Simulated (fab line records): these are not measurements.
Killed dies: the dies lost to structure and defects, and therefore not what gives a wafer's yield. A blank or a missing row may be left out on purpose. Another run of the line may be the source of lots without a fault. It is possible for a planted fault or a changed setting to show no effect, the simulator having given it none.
fab line records	flow nandHarc
record lots=6	wafers=18	lastDay=24
route steps=1159 shown P_CONTACT@249 P_M0@253
lots that met no fault: from a run of the same line without faults
startH: start of the lot's first displayed wafer, in hours after the record's first day	waitH: hours since the lot's step before	" identical to the entry in the row above	L1.1+2: one row covering several wafers at once	- no value, or no start given	* or withheld: withheld	< > ~ a bound
route shown NAME@n: a module of which the file shows steps, and the number in the route of the first	usual: average and standard deviation across the fault-free wafers	same: alike in all rows	chamber/n: place in a boat	sites: the reading at each site	_std_site: standard deviation of those values	_edge_site: outer sites' mean less inner sites'	radiusMm: for every site, how far away it sits from the centre of the wafer	mask NAME#n: copy n	behind: the last tool/chamber to shape the wafer	hold: why the lot went on hold/how many hours it stayed there/how the hold came to an end	device: the transistor (n, p or np) that didn't switch	end of line: the tests these same wafers got at the end of their route	a step with no rows: only its recipe	killed: at the first sort, the dies lost to defects and structure; wafer yield is something else	map: per-die view of a wafer (x killed, . not killed, _ where there is no die)
set.NAME: the setting the step ran with; set.NAME@STEP: the setting that earlier step ran with	model.NAME: the simulator's own value behind a step, which no gauge read
certain route steps with their lots: each step a table, each wafer a row
services: the hour from which a tool's chamber was out of use, counted from the record's first day as startH (under 0 if before that day), plus the number of hours and why
## steps
# step NHARC_P_CONTACT_CMP_24
# recipe tOverpolishS=30	targetThkNm=200
# usual edgeZonePressureFrac=1.000/0.0055	motorCurrentA=12.1/1.1	overpolishRunS=30.000/0.01	timeToEndpointS=41.0/2.8
lot.wafer	tool	chamber	startH	waitH	edgeZonePressureFrac	motorCurrentA	overpolishRunS	timeToEndpointS
L866.1	cmp-02	2	142.68	0.6	1.005	11.8	30.000	43.8
L866.2	"	3	"	"	1.003	11.3	30.019	40.1
L866.6	"	1	"	"	0.994	13.1	30.005	43.6
L870.3	cmp-02	3	170.31	0.3	0.999	11.6	29.996	40.9
L870.1	"	1	"	"	0.997	13.1	30.006	39.0
L870.5	"	2	"	"	0.999	11.2	30.007	42.3
L876.3	cmp-04	1	212.26	0.4	0.997	13.7	30.006	43.6
L876.2	"	3	"	"	0.993	13.7	30.008	47.3
L876.6	"	2	"	"	1.002	10.2	29.997	42.4
L877.3	cmp-03	0	215.68	0.3	0.995	11.2	30.011	38.6
L877.2	"	1	"	"	1.004	12.9	30.000	37.8
L877.6	"	3	"	"	0.995	13.1	29.988	37.6
L879.4	cmp-02	3	226.33	0.4	0.988	11.7	29.994	40.3
L879.2	"	0	"	"	1.004	12.4	29.992	38.9
L879.5	"	2	"	"	0.999	11.3	30.009	43.7
L884.4	cmp-04	2	246.22	0.4	1.000	9.9	30.010	42.7
L884.1	"	1	"	"	0.996	13.1	30.020	35.9
L884.5	"	3	"	"	1.004	13.0	30.001	42.2
# step NHARC_P_CONTACT_SRD_26
# step NHARC_P_CONTACT_INSPECT_27
# usual rawDefectCount=268/100
lot.wafer	tool	chamber	startH	waitH	rawDefectCount
L866.1	defectInspect-01	-	143.06	0.1	233
L866.2	"	-	"	"	181
L866.6	"	-	"	"	251
L870.1	defectInspect-01	-	170.69	0.1	308
L870.3	"	-	"	"	294
L870.5	"	-	"	"	181
L876.2	defectInspect-02	-	212.66	0.1	192
L876.3	"	-	"	"	174
L876.6	"	-	"	"	235
L877.2	defectInspect-02	-	216.03	0.1	200
L877.3	"	-	"	"	266
L877.6	"	-	"	"	189
L879.2	defectInspect-02	-	226.69	0.1	207
L879.4	"	-	"	"	326
L879.5	"	-	"	"	370
L884.1	defectInspect-02	-	246.61	0.1	284
L884.4	"	-	"	"	228
L884.5	"	-	"	"	375
# step NHARC_P_M0_DEP_00
# recipe targetThkA=1500	targetThkNm=150	tempC=withheld	pressureTorr=5	flowSccm=200	rfW=600	material=SiOC
# step NHARC_P_M0_DEHYDRATE_01
# recipe tempC=150	timeS=120
# step NHARC_P_M0_HMDS_02
# recipe timeS=30
# step NHARC_P_M0_COAT_33
# recipe tempC=200	timeS=65
# step NHARC_P_M0_COAT_03
# recipe spinRpm=1500	resistThkNm=90
# step NHARC_P_M0_SOFTBAKE_04
# recipe tempC=105	timeS=55
# step NHARC_P_M0_EBR_05
# step NHARC_P_M0_EXPOSE_06
# recipe na=1.35	targetCdNm=90	doseMj=81.28	maskId=P_M0
# step NHARC_P_M0_PEB_07
# recipe pebTempC=100	pebTimeS=65
# usual heaterPowerTotalW=156.6/0.4	plateTempC=100.03/0.13
lot.wafer	tool	chamber	startH	waitH	heaterPowerTotalW	plateTempC
L866.1	lithoTrack-06	0	144.42	0.1	157.2	100.09
L866.2	"	0	"	"	157.0	99.89
L866.6	"	0	"	"	156.9	99.90
L870.1	lithoTrack-06	0	171.51	0.1	156.2	99.69
L870.3	"	0	"	"	156.1	99.93
L870.5	"	0	"	"	156.2	100.24
L876.2	lithoTrack-06	0	213.49	0.1	185.2	113.20
L876.3	"	0	"	"	184.9	113.22
L876.6	"	0	"	"	185.6	113.40
L877.2	lithoTrack-06	0	216.85	0.1	185.8	113.25
L877.3	"	0	"	"	185.6	113.39
L877.6	"	0	"	"	185.9	113.23
L879.2	lithoTrack-04	0	227.51	0.1	156.2	99.82
L879.4	"	0	"	"	157.0	99.96
L879.5	"	0	"	"	156.7	99.90
L884.1	lithoTrack-04	0	247.43	0.1	155.9	100.04
L884.4	"	0	"	"	156.2	100.17
L884.5	"	0	"	"	156.5	100.13
# step NHARC_P_M0_DEVELOP_08
# recipe developTimeS=35	devTempC=23
# step NHARC_P_M0_CD_MEAS_09
# recipe targetCdNm=90	landingEnergyEv=500
# usual cdNm=90.0/0.69
lot.wafer	tool	chamber	startH	waitH	cdNm
L866.1	cdSem-03	0	144.50	-	90.4
L866.2	"	0	"	"	89.9
L866.6	"	0	"	"	90.2
L870.1	cdSem-01	0	171.59	-	91.3
L870.3	"	0	"	"	91.0
L870.5	"	0	"	"	90.8
L876.2	cdSem-02	0	213.57	-	127.0
L876.3	"	0	"	"	125.7
L876.6	"	0	"	"	126.8
L877.2	cdSem-01	0	216.93	-	127.1
L877.3	"	0	"	"	125.8
L877.6	"	0	"	"	125.8
L879.2	cdSem-01	0	227.60	-	90.0
L879.4	"	0	"	"	89.4
L879.5	"	0	"	"	89.6
L884.1	cdSem-03	0	247.51	-	90.3
L884.4	"	0	"	"	89.2
L884.5	"	0	"	"	89.6
# step NHARC_P_M0_OVL_MEAS_10
# recipe pitchNm=180
# usual overlayXNm=0.1/0.61	overlayYNm=0.0/0.81
lot.wafer	tool	chamber	startH	waitH	overlayXNm	overlayYNm
L866.1	overlay-01	-	144.59	-	-0.9	0.4
L866.2	"	-	"	"	-1.0	-0.1
L866.6	"	-	"	"	-0.4	0.3
L870.1	overlay-01	-	171.68	-	-0.4	-2.0
L870.3	"	-	"	"	-1.0	-2.4
L870.5	"	-	"	"	-0.5	-2.0
L876.2	overlay-02	-	213.66	-	-0.1	0.3
L876.3	"	-	"	"	1.2	0.6
L876.6	"	-	"	"	0.7	0.1
L877.2	overlay-01	-	217.02	-	-0.7	-0.1
L877.3	"	-	"	"	-1.2	-0.4
L877.6	"	-	"	"	-0.7	-0.1
L879.2	overlay-02	-	227.69	-	0.4	0.7
L879.4	"	-	"	"	-0.3	0.9
L879.5	"	-	"	"	0.8	1.1
L884.1	overlay-02	-	247.60	-	0.2	-0.4
L884.4	"	-	"	"	0.5	-1.0
L884.5	"	-	"	"	0.8	-0.6
# step NHARC_P_M0_INSPECT_11
# usual rawDefectCount=3.8/2.5
lot.wafer	tool	chamber	startH	waitH	rawDefectCount
L866.1	defectInspect-01	-	144.63	0.0	6
L866.2	"	-	"	"	6
L866.6	"	-	"	"	11
L870.1	defectInspect-02	-	171.71	0.0	5
L870.3	"	-	"	"	7
L870.5	"	-	"	"	2
L876.2	defectInspect-02	-	213.69	0.0	3
L876.3	"	-	"	"	4
L876.6	"	-	"	"	3
L877.2	defectInspect-01	-	217.06	0.0	3
L877.3	"	-	"	"	5
L877.6	"	-	"	"	2
L879.2	defectInspect-01	-	227.73	0.0	4
L879.4	"	-	"	"	3
L879.5	"	-	"	"	2
L884.1	defectInspect-02	-	247.64	0.0	8
L884.4	"	-	"	"	8
L884.5	"	-	"	"	11
# step NHARC_P_M0_DESCUM_14
# recipe timeS=3	o2FlowSccm=200	arFlowSccm=0	biasPowerW=0	chemistry=O2
# usual chamberPressureMTorr=60.00/0.056	drypumpMotorCurrentA=5.8/0.5	oesProductAu=1.000/0.012	rfVppV=57.8/0.92	showerheadPlenumPTorr=1.93/0.07	throttleValvePct=11.312/0.01
lot.wafer	tool	chamber	startH	waitH	chamberPressureMTorr	drypumpMotorCurrentA	oesProductAu	rfHoursCounterH	rfVppV	showerheadPlenumPTorr	throttleValvePct	model.P_M0.cdNm
L866.1	rieDiel-13	1	144.69	0.1	60.06	5.7	1.007	3	57.2	2.01	11.315	89.57
L866.2	"	3	"	"	60.09	4.6	0.973	2	57.6	1.96	11.328	90.59
L866.6	"	2	"	"	60.03	5.8	0.987	-	57.4	1.90	11.323	89.68
L870.3	rieDiel-01	0	171.78	0.1	59.95	6.2	1.021	2	57.2	1.84	11.332	90.37
L870.1	"	2	"	"	60.02	5.6	1.001	2	56.5	1.79	11.307	90.25
L870.5	"	0	"	"	60.02	6.2	1.030	-	56.7	1.84	11.311	90.69
L876.2	rieDiel-06	0	213.75	0.1	59.99	6.3	0.994	9	57.8	2.03	11.287	126.8
L876.3	"	1	"	"	59.99	6.5	1.005	9	58.2	1.87	11.316	126.7
L876.6	"	1	"	"	60.02	6.5	0.996	-	56.9	1.87	11.286	127.6
L877.3	rieDiel-06	2	217.12	0.1	59.99	5.7	0.990	10	57.3	1.85	11.297	126
L877.2	"	3	"	"	60.03	5.5	1.010	10	58.4	1.96	11.313	128
L877.6	"	2	"	"	60.07	5.7	0.987	-	58.6	1.85	11.318	125.7
L879.4	rieDiel-06	2	227.81	0.1	60.06	5.6	0.982	10	56.9	1.85	11.311	90.45
L879.2	"	3	"	"	60.02	5.5	1.003	11	57.2	1.96	11.312	90.93
L879.5	"	1	"	"	60.01	6.5	1.017	-	58.0	1.87	11.311	90.65
L884.1	rieDiel-01	1	247.71	0.1	60.02	4.8	1.001	8	57.6	2.01	11.304	90.74
L884.4	"	2	"	"	60.15	5.6	0.991	7	58.6	1.79	11.319	88.57
L884.5	"	1	"	"	60.09	4.8	0.998	-	57.9	2.01	11.320	89.53
# step NHARC_P_M0_ETCH_34
# recipe targetDepthA=400	overetchA=120	timeS=43.94	ionEnergyEv=200	n2FlowSccm=150	h2FlowSccm=150	arFlowSccm=0	rfW=400	biasW=150	chemistry=N2/H2
# usual chamberPressureMTorr=29.996/0.03	drypumpMotorCurrentA=5.7/0.51	oesProductAu=0.999/0.012	rfVppV=431.0/2.3	showerheadPlenumPTorr=2.06/0.078	throttleValvePct=14.172/0.0088
lot.wafer	tool	chamber	startH	waitH	chamberPressureMTorr	drypumpMotorCurrentA	oesProductAu	rfHoursCounterH	rfVppV	showerheadPlenumPTorr	throttleValvePct
L866.2	rieDiel-13	1	144.79	0.1	29.989	5.7	0.990	3	432.9	2.14	14.163
L866.1	"	2	"	"	29.975	5.8	1.006	2	429.6	2.02	14.170
L866.6	"	3	"	"	29.986	4.6	0.991	-	431.1	2.09	14.177
L870.3	rieDiel-01	2	171.86	0.1	30.040	5.6	0.994	2	428.2	1.90	14.165
L870.1	"	1	"	"	30.012	4.8	0.997	2	435.3	2.15	14.182
L870.5	"	3	"	"	29.976	6.3	0.994	-	435.0	2.17	14.181
L876.2	rieDiel-06	2	213.85	0.1	29.990	5.6	0.983	10	429.1	1.97	14.167
L876.3	"	3	"	"	30.023	5.5	1.006	10	431.7	2.09	14.180
L876.6	"	0	"	"	30.011	6.2	0.979	-	433.4	2.17	14.159
L877.3	rieDiel-06	2	217.20	0.1	29.942	5.6	0.988	10	429.3	1.97	14.179
L877.2	"	1	"	"	29.976	6.5	1.004	9	429.2	2.00	14.195
L877.6	"	2	"	"	29.996	5.7	0.972	-	428.5	1.97	14.166
L879.4	rieDiel-06	0	227.88	0.1	29.978	6.2	0.994	11	433.5	2.17	14.172
L879.2	"	2	"	"	29.972	5.6	0.984	10	428.5	1.97	14.176
L879.5	"	0	"	"	29.987	6.2	0.989	-	433.8	2.17	14.170
L884.1	rieDiel-01	1	247.79	0.1	29.953	4.9	0.997	8	434.1	2.15	14.179
L884.4	"	3	"	"	29.982	6.3	0.993	7	433.5	2.17	14.181
L884.5	"	0	"	"	30.049	6.2	1.027	-	430.0	1.96	14.170
# step NHARC_P_M0_ETCH_15
# recipe targetDepthA=1500	overetchA=150	timeS=82.5	c4f8FlowSccm=withheld	arFlowSccm=400	rfW=600	biasW=300	chemistry=C4F8/Ar
# usual chamberPressureMTorr=24.999/0.023	oesProductAu=0.956/0.021	rfVppV=441.4/2.3
lot.wafer	tool	chamber	startH	waitH	chamberPressureMTorr	oesProductAu	rfHoursCounterH	rfVppV	model.P_M0.cdNm
L866.2	rieDiel-13	0	-	-	25.002	0.954	3	438.8	91.6
L866.1	"	1	"	"	25.054	0.969	3	442.6	90.42
L866.6	"	2	"	"	25.013	0.961	-	440.1	89.32
L870.1	rieDiel-01	2	-	-	25.031	0.917	2	437.4	90.34
L870.3	"	1	"	"	25.049	0.928	2	443.4	90.9
L870.5	"	3	"	"	24.979	0.922	-	445.5	90.18
L876.2	rieDiel-06	2	-	-	24.986	0.962	10	438.6	126.3
L876.3	"	1	"	"	24.979	0.959	9	439.3	126
L876.6	"	2	"	"	25.029	0.956	-	438.6	127.2
L877.3	rieDiel-06	3	-	-	25.022	0.992	10	441.8	125.6
L877.2	"	0	"	"	25.008	0.978	9	443.4	127.8
L877.6	"	3	"	"	24.998	0.983	-	442.1	125.3
L879.4	rieDiel-06	1	-	-	25.012	0.975	10	439.1	90.13
L879.2	"	2	"	"	24.969	0.957	10	438.4	90.26
L879.5	"	1	"	"	25.009	0.983	-	439.5	90.36
L884.4	rieDiel-01	2	-	-	24.983	0.930	7	436.7	88.16
L884.1	"	0	"	"	24.983	0.950	7	437.8	91.37
L884.5	"	1	"	"	25.013	0.927	-	444.4	88.78
# step NHARC_P_M0_CD_MEAS_16
# usual cdNm=89.9/1
lot.wafer	tool	chamber	startH	waitH	cdNm
L866.1	cdSem-03	-	144.99	-	90.5
L866.2	"	-	"	"	91.4
L866.6	"	-	"	"	89.2
L870.1	cdSem-01	-	172.08	-	90.3
L870.3	"	-	"	"	91.3
L870.5	"	-	"	"	90.3
L876.2	cdSem-02	-	214.05	-	126.3
L876.3	"	-	"	"	126.1
L876.6	"	-	"	"	127.2
L877.2	cdSem-03	-	217.42	-	127.8
L877.3	"	-	"	"	125.7
L877.6	"	-	"	"	125.4
L879.2	cdSem-03	-	228.09	-	90.4
L879.4	"	-	"	"	90.1
L879.5	"	-	"	"	90.4
L884.1	cdSem-03	-	248.00	-	91.8
L884.4	"	-	"	"	88.1
L884.5	"	-	"	"	88.6
## services
tool	chamber	startH	hours	kind
cmp-04	-	120.38	0.9	repair
rieDiel-06	0	122.20	-	clean
rieDiel-06	1	122.20	-	clean
rieDiel-06	2	122.20	-	clean
rieDiel-06	3	122.20	-	clean
rieDiel-01	1	127.68	7.2	repair
cmp-02	-	128.61	4.0	pm
rieDiel-01	-	137.80	9.0	pm
lithoTrack-04	-	141.00	7.0	pm
rieDiel-06	0	146.70	-	clean
rieDiel-06	1	146.70	-	clean
rieDiel-06	2	146.70	-	clean
rieDiel-06	3	146.70	-	clean
cmp-03	-	156.22	4.0	pm
rieDiel-06	0	171.20	-	clean
cmp-02	-	185.38	1.0	repair
cmp-04	-	196.04	1.2	repair
cmp-04	-	199.58	1.4	repair
cmp-04	-	203.01	4.0	pm
cmp-02	-	208.15	2.0	repair
cmp-04	-	213.88	3.5	repair
cmp-02	-	226.72	4.0	pm
cmp-03	-	233.60	3.9	repair
rieDiel-06	-	241.20	9.0	pm
## key
firstSign step=NHARC_P_M0_PEB_07	reading=plateTempC	direction=up	sigmas=99+	usual=*	struck=*
effect step=NHARC_P_M0_PEB_07	reading=heaterPowerTotalW	direction=up	sigmas=72	usual=*	struck=*
effect step=NHARC_P_M0_CD_MEAS_09	reading=cdNm	direction=up	sigmas=53	usual=90.0	struck=126.4
effect step=NHARC_P_M0_CD_MEAS_16	reading=cdNm	direction=up	sigmas=36	usual=89.9	struck=126.4
modelEffect step=NHARC_P_M0_DESCUM_14	value=P_M0.cdNm	without=90.94	struck=126.8
modelEffect step=NHARC_P_M0_ETCH_15	value=P_M0.cdNm	without=90.52	struck=126.4
metAt NHARC_P_M0_PEB_07
struckWafers L876.2,L876.3,L876.6,L877.2,L877.3,L877.6
laterRowsLeftOut L876.2,L876.3,L876.6,L877.2,L877.3,L877.6
sortLeftOut L876.2,L876.3,L876.6,L877.2,L877.3,L877.6
onsetBetween 171.51 213.49
fault kind=processParameterDrift	tool=lithoTrack-06	chamber=-	onsetH=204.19	steps=NHARC_P_M0_PEB_07	channel=pebTempC	offset=*	shape=step	actsIn=*	stated=*
# sortLeftOut: the simulated sort isn't trusted on such a fault, so these wafers' sort isn't shown, and their yield isn't known
# laterRowsLeftOut: the simulator's readings of these wafers behind a module that went badly wrong aren't trusted and aren't shown, but for the sort
